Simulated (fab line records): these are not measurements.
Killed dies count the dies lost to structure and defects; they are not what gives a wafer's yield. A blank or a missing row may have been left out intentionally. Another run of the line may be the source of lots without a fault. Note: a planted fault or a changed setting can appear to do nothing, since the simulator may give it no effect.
Which tool did it?	flow n5 finfet	Sampling: 7 lots, 19 wafers, 8 of 1938 route steps

## WHAT EACH GAUGE READ, for each wafer
N5_BEOL_M8_INSPECT_13: inspects for defects (brightfield).
lot	measured	on	raw defect count
L230	day 9 05:46	defect inspect-02	366 502 521
L231	day 9 15:52	defect inspect-01	389 399 306
L238	day 11 22:33	defect inspect-01	398 300 239
L244	day 13 01:35	defect inspect-01	324 350
L246	day 13 09:44	defect inspect-02	543 696
L251	day 15 11:45	defect inspect-02	374 656 515
L253	day 15 14:35	defect inspect-02	462 512 486

N5_BEOL_M8_CD_MEAS_28: the cd target is 40 nm.
lot	measured	on	cd nm (nm)
L230	day 9 07:42	cd sem-03	40.26 40.07 39.92
L231	day 9 16:52	cd sem-02	40.27 40.14 39.85
L238	day 12 00:48	cd sem-01	39.84 39.81 40.34
L244	day 13 03:47	cd sem-01	40.20 40.38
L246	day 13 13:20	cd sem-02	40.09 40.05
L251	day 15 13:06	cd sem-03	39.46 40.17 39.77
L253	day 15 19:20	cd sem-03	39.86 40.07 40.23

N5_BEOL_M8_OCD_MEAS_38.
lot	measured	on	trench depth nm (nm)
L230	day 9 08:22	ocd-01	93.3 98.6 93.4
L231	day 9 17:30	ocd-02	93.4 98.0 92.8
L238	day 12 01:46	ocd-01	94.9 92.6 95.5
L244	day 13 04:20	ocd-02	75.2 92.9
L246	day 13 13:53	ocd-02	93.8 71.9
L251	day 15 13:39	ocd-02	95.8 93.5 94.6
L253	day 15 19:53	ocd-02	90.6 97.1 93.2

N5_BEOL_M8_THK_MEAS_53: measures by xrf.
lot	measured	on	M8_THK (nm)
L230	day 9 12:37	film metro-02	80.4 86.1 81.4
L231	day 9 20:44	film metro-02	80.9 85.0 80.3
L238	day 12 04:58	film metro-02	81.4 80.0 80.3
L244	day 13 06:49	film metro-02	62.3 82.1
L246	day 13 16:15	film metro-02	79.3 59.0
L251	day 15 16:13	film metro-02	83.3 80.6 81.1
L253	day 15 22:01	film metro-01	79.6 85.7 80.2

N5_BEOL_M8_RS_MEAS_57: uses a four-point probe to measure.
lot	measured	on	M8_RS (ohm/sq)
L230	day 9 12:47	film metro-02	0.289 0.266 0.285
L231	day 9 20:54	film metro-02	0.283 0.267 0.286
L238	day 12 05:05	film metro-02	0.284 0.291 0.289
L244	day 13 06:57	film metro-01	0.394 0.282
L246	day 13 16:23	film metro-02	0.294 0.418
L251	day 15 16:20	film metro-01	0.277 0.288 0.285
L253	day 15 22:08	film metro-02	0.293 0.270 0.290

N5_BEOL_M15_RC_MEAS_101.
lot	measured	on	COMB_M10 (S/m)	COMB_M11 (S/m)	COMB_M12 (S/m)	COMB_M12_max_site (S/m)	COMB_M13 (S/m)	COMB_M14 (S/m)	COMB_M15 (S/m)	COMB_M5 (S/m)	COMB_M6 (S/m)	COMB_M6_max_site (S/m)	COMB_M7 (S/m)	COMB_M9 (S/m)	SERP_M10 (ohm/um)	SERP_M11 (ohm/um)	SERP_M12 (ohm/um)	SERP_M12_max_site (ohm/um)	SERP_M13 (ohm/um)	SERP_M14 (ohm/um)	SERP_M14_max_site (ohm/um)	SERP_M5 (ohm/um)	SERP_M5_max_site (ohm/um)	SERP_M6 (ohm/um)	SERP_M7 (ohm/um)	SERP_M8 (ohm/um)	SERP_M8_max_site (ohm/um)	SERP_M9 (ohm/um)
L230	day 11 16:43	prober-01	1.4e-11 1.3e-11 9e-12	1.4e-11 1.6e-11 2.4e-11	7.9e-12 6.4e-12 5.8e-12	9.5e-12 9.4e-12 9.1e-12	4.6e-12 4.1e-12 4.7e-12	2.2e-12 2.2e-12 2.2e-12	2.1e-12 2.8e-12 2.8e-12	2.6e-11 4e-11 3.7e-11	2.4e-11 1.6e-11 1.7e-11	3.9e-11 2.5e-11 2.5e-11	2.3e-11 2e-11 3.4e-11	9e-12 1e-11 1.1e-11	3.01 2.88 2.94	3.16 3.13 3.04	0.634 0.669 0.644	0.658 0.683 0.655	0.320 0.327 0.309	0.152 0.147 0.160	0.155 0.149 0.162	41.4 42.0 38.5	45.1 43.8 41.8	14.0 13.4 15.8	13.4 14.7 14.5	13.7 12.7 13.7	14.4 13.1 13.9	3.18 3.03 3.17
L231	day 12 03:21	prober-02	1.5e-11 1.9e-11 1.8e-11	1.7e-11 1.4e-11 1.6e-11	7.5e-12 8e-12 7.2e-12	8.6e-12 1.24e-11 1.16e-11	5.7e-12 4.4e-12 4e-12	6e-12 4.1e-12 3.7e-12	3.2e-12 3.1e-12 2.7e-12	2.8e-11 3.3e-11 4.4e-11	2.4e-11 2.2e-11 3e-11	3.2e-11 3.9e-11 3.6e-11	2.8e-11 2.2e-11 2.4e-11	2e-11 1.4e-11 1.7e-11	2.84 2.89 3.04	3.15 3.24 3.07	0.634 0.652 0.660	0.654 0.657 0.666	0.314 0.303 0.318	0.162 0.165 0.164	0.165 0.167 0.165	37.3 40.5 39.2	38.5 42.6 40.2	13.0 13.1 13.7	14.4 14.4 14.8	12.8 13.0 13.4	13.5 13.1 13.9	2.86 3.07 2.94
L238	day 14 09:47	prober-01	1.7e-11 1.5e-11 1.6e-11	1.4e-11 1.3e-11 1.6e-11	7.2e-12 7.3e-12 7.7e-12	9.7e-12 9.7e-12 1.12e-11	3.7e-12 2.9e-12 3.5e-12	3.7e-12 2.3e-12 3.3e-12	1.7e-12 1.5e-12 2.6e-12	3.3e-11 4.2e-11 2.9e-11	1.8e-11 1.7e-11 2.3e-11	3.1e-11 1.9e-11 3.5e-11	2.4e-11 2.4e-11 1.9e-11	1.2e-11 1.6e-11 1.3e-11	3.01 3.02 3.00	3.02 3.22 3.09	0.679 0.682 0.671	0.693 0.702 0.683	0.297 0.297 0.327	0.155 0.169 0.150	0.156 0.171 0.152	37.3 35.4 37.3	38.3 37.0 38.4	13.6 13.2 12.9	12.8 14.2 14.2	13.8 15.0 14.2	14.3 15.4 14.5	2.97 3.03 2.91
L244	day 15 18:13	prober-01	1.8e-11 2.1e-11	1.3e-11 9e-12	4.8e-12 6.2e-12	7.4e-12 8.9e-12	3.7e-12 4.1e-12	3.6e-12 2.5e-12	1.5e-12 1.8e-12	3.6e-11 3.6e-11	2.5e-11 2.6e-11	4.2e-11 3.2e-11	1.8e-11 1.9e-11	1.3e-11 1.3e-11	2.89 3.00	3.16 2.95	0.627 0.617	0.636 0.628	0.320 0.307	0.148 0.167	0.149 0.169	37.0 36.6	37.9 38.2	13.4 14.6	14.1 13.1	19.3 13.6	19.7 13.8	3.17 3.13
L246	day 15 20:41	prober-02	1.6e-11 1.4e-11	1.2e-11 1.2e-11	5.6e-12 6e-12	8.1e-12 7.4e-12	5.5e-12 5.6e-12	5.5e-12 3.9e-12	3e-12 3e-12	2.7e-11 3.3e-11	2.7e-11 3.2e-11	3.5e-11 5.4e-11	2.3e-11 3.4e-11	1.7e-11 1.6e-11	3.01 3.07	3.22 3.03	0.664 0.633	0.684 0.644	0.309 0.307	0.161 0.161	0.164 0.163	39.8 39.0	40.8 40.4	15.0 13.7	13.2 12.4	14.3 20.2	14.7 21.0	3.06 3.04
L251	day 17 10:49	prober-01	1.5e-11 1.8e-11 1.5e-11	1.9e-11 1.2e-11 1.5e-11	7.3e-12 8.4e-12 5.7e-12	1.02e-11 1.23e-11 6.6e-12	4.6e-12 5.3e-12 3.8e-12	2.8e-12 2.5e-12 2.6e-12	1.6e-12 2.5e-12 1.5e-12	2.8e-11 3.6e-11 3.7e-11	1.6e-11 1.5e-11 1.6e-11	3.3e-11 1.8e-11 2.1e-11	2.8e-11 2.8e-11 3e-11	1e-11 1.2e-11 1e-11	3.09 3.04 3.11	3.15 3.20 3.06	0.671 0.627 0.648	0.675 0.633 0.662	0.311 0.306 0.305	0.158 0.164 0.157	0.160 0.166 0.159	37.8 40.3 39.5	39.3 42.3 41.1	14.0 13.1 13.4	14.1 14.1 15.8	12.9 14.0 14.4	13.3 14.8 14.8	3.25 3.30 3.12
L253	day 18 04:22	prober-02	1.6e-11 1.7e-11 1.6e-11	1.2e-11 1.5e-11 1.5e-11	8.5e-12 6.8e-12 5.7e-12	9.7e-12 1.15e-11 7.8e-12	5.5e-12 6e-12 6.9e-12	2.6e-12 2.9e-12 2.8e-12	3e-12 2.2e-12 3.4e-12	4.3e-11 3.4e-11 3.8e-11	2.4e-11 2.3e-11 2.5e-11	3.2e-11 3.6e-11 3.3e-11	2.5e-11 2.8e-11 2.4e-11	1.2e-11 1e-11 1.2e-11	3.10 2.91 3.08	3.01 3.16 3.23	0.618 0.645 0.599	0.626 0.658 0.605	0.322 0.314 0.312	0.160 0.164 0.158	0.162 0.166 0.160	38.2 40.1 35.9	39.2 40.7 38.7	13.7 13.6 14.2	13.0 13.7 12.9	14.0 13.5 14.0	14.7 14.0 14.4	2.94 2.93 3.00

## TOOL THAT RAN EACH LOT (tool first, then ch and the chambers of the sampled wafers, then the start)
lot	N5_BEOL_M8_TRENCH_ETCH_37	N5_BEOL_M8_PRE_CLEAN_45
L230	rie diel-06 ch 0,2,3, day 9 08:13	pvd sputter-03, day 9 11:10
L231	rie diel-06 ch 1,2,3, day 9 17:20	pvd sputter-03, day 9 18:26
L238	rie diel-01 ch 0,2,3, day 12 01:37	pvd sputter-02, day 12 03:18
L244	rie diel-06 ch 2,3, day 13 04:11	pvd sputter-03, day 13 05:20
L246	rie diel-06 ch 1, day 13 13:44	pvd sputter-02, day 13 14:31
L251	rie diel-01 ch 1,2,3, day 15 13:30	pvd sputter-01, day 15 14:38
L253	rie diel-04 ch 0,1,3, day 15 19:44	pvd sputter-02, day 15 20:31
- N5_BEOL_M8_TRENCH_ETCH_37: etches SiCOH lowk in C4F6/O2, target depth 93.478 nm, time 31.2 s.
- N5_BEOL_M8_PRE_CLEAN_45: time 30 s.

## WHAT THE TOOLS THEMSELVES READ (means of the sampled wafers that have a number; where no wafer has one, the mark that the record gives instead)
N5_BEOL_M8_TRENCH_ETCH_37.
lot	tool	drypump motor current A (A)	oes product au (a.u.)	rf vpp V (V)	run length s (s)	showerhead plenum p Torr (Torr)	throttle valve pct (%)
L230	rie diel-06	5.4	0.81	649	54.6	2.86	20.80
L231	rie diel-06	5.7	0.86	648	54.7	2.88	20.78
L238	rie diel-01	5.7	0.86	665	54.5	2.82	20.63
L244	rie diel-06	5.4	0.82	652	51.3	2.81	20.87
L246	rie diel-06	6.3	0.84	639	50.9	2.97	20.70
L251	rie diel-01	5.7	0.85	663	54.5	2.75	20.69
L253	rie diel-04	5.7	0.78	661	54.6	2.80	21.00

N5_BEOL_M8_PRE_CLEAN_45.
lot	tool	heater power w (W)
L230	pvd sputter-03	330
L231	pvd sputter-03	359
L238	pvd sputter-02	323
L244	pvd sputter-03	310
L246	pvd sputter-02	316
L251	pvd sputter-01	335
L253	pvd sputter-02	328

## THE ANSWER, worked out from the rows above alone
Rule: the usual values come from the lots themselves. Put in order of their means at a reading, lots are off if they are a third of the lots or fewer, leave a main group of 4 or more, and stand apart from it by a gap of 3 or more times the standard deviation of the main group's means; of several such gaps the widest counts. A main group is skipped when, at the precision printed for the reading in the tables above, its means are all equal. Also off: a lot with no number at a reading for which 4 or more lots have one. All remaining lots with rows at the step are treated as sound. After the gauges, taken in route order, come the tools' own readings; for these a lot's mean is taken, as printed above. At the first step where some lot is off, the reading lying furthest off is the one used; lots without a number count as furthest.
Off: L244, L246, at N5_BEOL_M8_OCD_MEAS_38 (trench depth nm). Mean 94.5 nm and standard deviation 0.49 in the main group.
A tool fits if, at a process step before that reading, it ran every lot that is off, and no sound lot after the first of them. The gauges at N5_BEOL_M8_OCD_MEAS_38 aren't tried: what is off there is off at N5_BEOL_M8_THK_MEAS_53 too, on other tools, and a gauge's error can't cause that. One fits: N5_BEOL_M8_TRENCH_ETCH_37 on rie diel-06. Its last sound lot is L231 (day 9 17:20), its first lot that is off L244 (day 13 04:11): a fault that began between those two fits.
On the lots that are off, the tool's own readings at N5_BEOL_M8_TRENCH_ETCH_37 differ by more than 5 times the standard deviation of the sound lots' means, which bears it out; run length s reads 51.1 s there versus 54.6 s on the sound lots.

## WHAT THE SIMULATOR PUT IN
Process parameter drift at N5_BEOL_M8_TRENCH_ETCH_37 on rie diel-06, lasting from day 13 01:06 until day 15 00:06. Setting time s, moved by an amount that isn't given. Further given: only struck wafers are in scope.
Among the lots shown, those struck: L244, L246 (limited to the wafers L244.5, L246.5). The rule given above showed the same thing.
